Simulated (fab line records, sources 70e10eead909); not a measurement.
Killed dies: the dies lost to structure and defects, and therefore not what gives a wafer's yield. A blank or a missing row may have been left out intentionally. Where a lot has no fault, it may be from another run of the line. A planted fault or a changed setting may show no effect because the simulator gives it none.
What tool caused it? || flow nand_harc || Sampling: 14 lots, 42 wafers, 4 of 1302 route steps

WHAT THE GAUGES READ, wafer by wafer
NHARC_P_M0_CD_MEAS_09 targets a cd of 90 nm.
{"lot": "L287", "measured": "day 6 05:19", "on": "cd_sem-01", "cd_nm (nm)": "90.2 89.9 90.1"}
{"lot": "L288", "measured": "day 6 17:20", "on": "cd_sem-01", "cd_nm (nm)": "89.3 89.4 90.0"}
{"lot": "L291", "measured": "day 7 18:08", "on": "cd_sem-02", "cd_nm (nm)": "88.6 90.0 89.1"}
{"lot": "L292", "measured": "day 7 23:50", "on": "cd_sem-02", "cd_nm (nm)": "91.4 89.9 90.2"}
{"lot": "L294", "measured": "day 8 20:23", "on": "cd_sem-01", "cd_nm (nm)": "89.4 89.3 89.5"}
{"lot": "L295", "measured": "day 9 10:51", "on": "cd_sem-01", "cd_nm (nm)": "89.4 91.1 90.5"}
{"lot": "L297", "measured": "day 9 23:23", "on": "cd_sem-01", "cd_nm (nm)": "89.1 89.8 89.6"}
{"lot": "L298", "measured": "day 11 00:26", "on": "cd_sem-02", "cd_nm (nm)": "91.4 89.2 90.9"}
{"lot": "L304", "measured": "day 13 03:50", "on": "cd_sem-03", "cd_nm (nm)": "90.3 90.2 90.9"}
{"lot": "L305", "measured": "day 13 11:00", "on": "cd_sem-03", "cd_nm (nm)": "89.9 90.4 89.8"}
{"lot": "L307", "measured": "day 14 08:48", "on": "cd_sem-02", "cd_nm (nm)": "90.1 90.3 89.8"}
{"lot": "L308", "measured": "day 14 18:37", "on": "cd_sem-03", "cd_nm (nm)": "90.6 91.0 90.6"}
{"lot": "L309", "measured": "day 15 06:53", "on": "cd_sem-02", "cd_nm (nm)": "89.5 90.4 89.8"}
{"lot": "L310", "measured": "day 15 20:05", "on": "cd_sem-02", "cd_nm (nm)": "88.7 88.9 90.4"}

NHARC_P_M0_INSPECT_11.
{"lot": "L287", "measured": "day 6 05:26", "on": "defect_inspect-02", "raw_defect_count": "4 3 9"}
{"lot": "L288", "measured": "day 6 17:28", "on": "defect_inspect-02", "raw_defect_count": "6 2 4"}
{"lot": "L291", "measured": "day 7 18:16", "on": "defect_inspect-02", "raw_defect_count": "8 9 3"}
{"lot": "L292", "measured": "day 7 23:57", "on": "defect_inspect-02", "raw_defect_count": "6 6 9"}
{"lot": "L294", "measured": "day 8 20:31", "on": "defect_inspect-01", "raw_defect_count": "10 7 10"}
{"lot": "L295", "measured": "day 9 10:58", "on": "defect_inspect-01", "raw_defect_count": "4 9 7"}
{"lot": "L297", "measured": "day 9 23:31", "on": "defect_inspect-02", "raw_defect_count": "5 5 1"}
{"lot": "L298", "measured": "day 11 00:34", "on": "defect_inspect-01", "raw_defect_count": "3 1 1"}
{"lot": "L304", "measured": "day 13 03:57", "on": "defect_inspect-01", "raw_defect_count": "6 6 6"}
{"lot": "L305", "measured": "day 13 11:07", "on": "defect_inspect-02", "raw_defect_count": "7 5 6"}
{"lot": "L307", "measured": "day 14 08:55", "on": "defect_inspect-01", "raw_defect_count": "8 4 2"}
{"lot": "L308", "measured": "day 14 18:44", "on": "defect_inspect-02", "raw_defect_count": "6 5 1"}
{"lot": "L309", "measured": "day 15 07:01", "on": "defect_inspect-02", "raw_defect_count": "16 10 9"}
{"lot": "L310", "measured": "day 15 20:12", "on": "defect_inspect-02", "raw_defect_count": "9 7 4"}

NHARC_P_M1_OVL_MEAS_10: pitch 260 nm.
{"lot": "L287", "measured": "day 6 09:27", "on": "overlay-02", "overlay_x_nm (nm)": "0.1 0.4 0.1", "overlay_y_nm (nm)": "1.0 1.1 0.9"}
{"lot": "L288", "measured": "day 6 21:28", "on": "overlay-01", "overlay_x_nm (nm)": "1.2 1.3 0.6", "overlay_y_nm (nm)": "-1.0 -1.1 -1.0"}
{"lot": "L291", "measured": "day 7 22:08", "on": "overlay-02", "overlay_x_nm (nm)": "-0.7 -0.6 -0.9", "overlay_y_nm (nm)": "0.5 0.6 0.4"}
{"lot": "L292", "measured": "day 8 03:58", "on": "overlay-01", "overlay_x_nm (nm)": "0.3 0.2 0.4", "overlay_y_nm (nm)": "1.7 1.6 1.7"}
{"lot": "L294", "measured": "day 9 00:31", "on": "overlay-02", "overlay_x_nm (nm)": "0.7 0.3 0.2", "overlay_y_nm (nm)": "0.3 0.3 0.5"}
{"lot": "L295", "measured": "day 9 15:00", "on": "overlay-01", "overlay_x_nm (nm)": "-1.0 -0.5 -0.3", "overlay_y_nm (nm)": "-1.9 -1.5 -1.5"}
{"lot": "L297", "measured": "day 10 03:25", "on": "overlay-01", "overlay_x_nm (nm)": "-1.0 -0.7 -0.7", "overlay_y_nm (nm)": "-0.4 -0.7 -0.6"}
{"lot": "L298", "measured": "day 11 04:35", "on": "overlay-02", "overlay_x_nm (nm)": "-1.0 -0.5 -0.8", "overlay_y_nm (nm)": "0.2 -0.2 -0.3"}
{"lot": "L304", "measured": "day 13 08:11", "on": "overlay-01", "overlay_x_nm (nm)": "0.4 1.2 1.2", "overlay_y_nm (nm)": "1.7 1.7 1.5"}
{"lot": "L305", "measured": "day 13 15:04", "on": "overlay-01", "overlay_x_nm (nm)": "-1.4 -1.0 -0.9", "overlay_y_nm (nm)": "-0.2 0.3 -0.1"}
{"lot": "L307", "measured": "day 14 12:56", "on": "overlay-02", "overlay_x_nm (nm)": "-0.4 0.6 0.2", "overlay_y_nm (nm)": "-0.1 0.1 0.1"}
{"lot": "L308", "measured": "day 14 22:46", "on": "overlay-02", "overlay_x_nm (nm)": "0.9 1.5 1.3", "overlay_y_nm (nm)": "-0.5 -0.7 -0.2"}
{"lot": "L309", "measured": "day 15 10:58", "on": "overlay-02", "overlay_x_nm (nm)": "-0.9 -0.6 -0.6", "overlay_y_nm (nm)": "0.3 0.6 0.8"}
{"lot": "L310", "measured": "day 16 00:13", "on": "overlay-01", "overlay_x_nm (nm)": "-1.4 -1.5 -2.3", "overlay_y_nm (nm)": "-0.2 -0.1 -0.2"}

WHAT TOOL EACH LOT RAN ON (gives the tool, then ch and the chambers of the sampled wafers, and finally the start)
{"lot": "L287", "NHARC_P_M0_DEP_32": "pecvd-04 ch 1,2, day 6 08:10"}
{"lot": "L288", "NHARC_P_M0_DEP_32": "pecvd-02 ch 1,2, day 6 20:21"}
{"lot": "L291", "NHARC_P_M0_DEP_32": "pecvd-01 ch 0,2, day 7 20:59"}
{"lot": "L292", "NHARC_P_M0_DEP_32": "pecvd-04 ch 1,2, day 8 02:44"}
{"lot": "L294", "NHARC_P_M0_DEP_32": "pecvd-04 ch 0,1, day 8 23:12"}
{"lot": "L295", "NHARC_P_M0_DEP_32": "pecvd-04 ch 0,1,2, day 9 13:45"}
{"lot": "L297", "NHARC_P_M0_DEP_32": "pecvd-04 ch 0,1,2, day 10 02:11"}
{"lot": "L298", "NHARC_P_M0_DEP_32": "pecvd-04 ch 0,1,2, day 11 03:17"}
{"lot": "L304", "NHARC_P_M0_DEP_32": "pecvd-01 ch 0,2, day 13 07:01"}
{"lot": "L305", "NHARC_P_M0_DEP_32": "pecvd-04 ch 0,1, day 13 13:56"}
{"lot": "L307", "NHARC_P_M0_DEP_32": "pecvd-04 ch 0,1,2, day 14 11:43"}
{"lot": "L308", "NHARC_P_M0_DEP_32": "pecvd-02 ch 0,1,2, day 14 21:33"}
{"lot": "L309", "NHARC_P_M0_DEP_32": "pecvd-01 ch 0,1,2, day 15 09:44"}
{"lot": "L310", "NHARC_P_M0_DEP_32": "pecvd-01 ch 1,2, day 15 22:54"}
- NHARC_P_M0_DEP_32: deposits SiCN, target thk 30 nm.

AS READ BY THE TOOLS THEMSELVES (means over the sampled wafers that have a number; for cases with no such wafer, the mark the record gives instead)
NHARC_P_M0_DEP_32.
{"lot": "L287", "tool": "pecvd-04", "chamber_pressure_Torr (Torr)": 3.008, "heater_power_outer_w (W)": 325, "heater_power_w (W)": 604, "showerhead_vpp_V (V)": 1241}
{"lot": "L288", "tool": "pecvd-02", "chamber_pressure_Torr (Torr)": 2.995, "heater_power_outer_w (W)": 374, "heater_power_w (W)": 661, "showerhead_vpp_V (V)": 1399}
{"lot": "L291", "tool": "pecvd-01", "chamber_pressure_Torr (Torr)": 2.999, "heater_power_outer_w (W)": 372, "heater_power_w (W)": 630, "showerhead_vpp_V (V)": 1282}
{"lot": "L292", "tool": "pecvd-04", "chamber_pressure_Torr (Torr)": 3.005, "heater_power_outer_w (W)": 297, "heater_power_w (W)": 563, "showerhead_vpp_V (V)": 1230}
{"lot": "L294", "tool": "pecvd-04", "chamber_pressure_Torr (Torr)": 2.996, "heater_power_outer_w (W)": 342, "heater_power_w (W)": 580, "showerhead_vpp_V (V)": 1195}
{"lot": "L295", "tool": "pecvd-04", "chamber_pressure_Torr (Torr)": 2.998, "heater_power_outer_w (W)": 334, "heater_power_w (W)": 591, "showerhead_vpp_V (V)": 1224}
{"lot": "L297", "tool": "pecvd-04", "chamber_pressure_Torr (Torr)": 2.995, "heater_power_outer_w (W)": 340, "heater_power_w (W)": 603, "showerhead_vpp_V (V)": 1214}
{"lot": "L298", "tool": "pecvd-04", "chamber_pressure_Torr (Torr)": 3.000, "heater_power_outer_w (W)": 308, "heater_power_w (W)": 568, "showerhead_vpp_V (V)": 1221}
{"lot": "L304", "tool": "pecvd-01", "chamber_pressure_Torr (Torr)": "-", "heater_power_outer_w (W)": "-", "heater_power_w (W)": "-", "showerhead_vpp_V (V)": "-"}
{"lot": "L305", "tool": "pecvd-04", "chamber_pressure_Torr (Torr)": "-", "heater_power_outer_w (W)": "-", "heater_power_w (W)": "-", "showerhead_vpp_V (V)": "-"}
{"lot": "L307", "tool": "pecvd-04", "chamber_pressure_Torr (Torr)": 2.998, "heater_power_outer_w (W)": 348, "heater_power_w (W)": 600, "showerhead_vpp_V (V)": 1217}
{"lot": "L308", "tool": "pecvd-02", "chamber_pressure_Torr (Torr)": 2.999, "heater_power_outer_w (W)": 372, "heater_power_w (W)": 622, "showerhead_vpp_V (V)": 1402}
{"lot": "L309", "tool": "pecvd-01", "chamber_pressure_Torr (Torr)": 2.996, "heater_power_outer_w (W)": 384, "heater_power_w (W)": 651, "showerhead_vpp_V (V)": 1286}
{"lot": "L310", "tool": "pecvd-01", "chamber_pressure_Torr (Torr)": 3.000, "heater_power_outer_w (W)": 431, "heater_power_w (W)": 718, "showerhead_vpp_V (V)": 1300}

THE ANSWER, worked out from the rows above alone
Rule: what is usual is taken from the lots themselves. The widest of any qualifying gaps counts: lots, ordered by their means at a reading, are off when they make up no more than a third of the lots, leave a main group of 4 or more, and stand apart from it by 3 or more times the standard deviation of that group's means. A main group whose means are all the same, to the digits that the tables above print for the reading, isn't used. Also off: a lot with no number at a reading for which 4 or more lots have one. Where the step has rows for the other lots, those lots are counted as sound. First the gauges in route order, then the tools' own readings, where a lot's mean is used as printed above. At the first step where some lot is off, the reading lying furthest off is the one used; lots without a number count as furthest.
Off: L304, L305, at NHARC_P_M0_DEP_32 (chamber_pressure_Torr). Without a number there: L304, L305. The main group: mean 2.999 Torr, standard deviation 0.0038.
If a tool, at that step or one of the process steps before it, ran each lot that is off and ran no sound lot following the first of them, it fits. None of those tried fits.

WHAT THE SIMULATOR HAD PUT IN
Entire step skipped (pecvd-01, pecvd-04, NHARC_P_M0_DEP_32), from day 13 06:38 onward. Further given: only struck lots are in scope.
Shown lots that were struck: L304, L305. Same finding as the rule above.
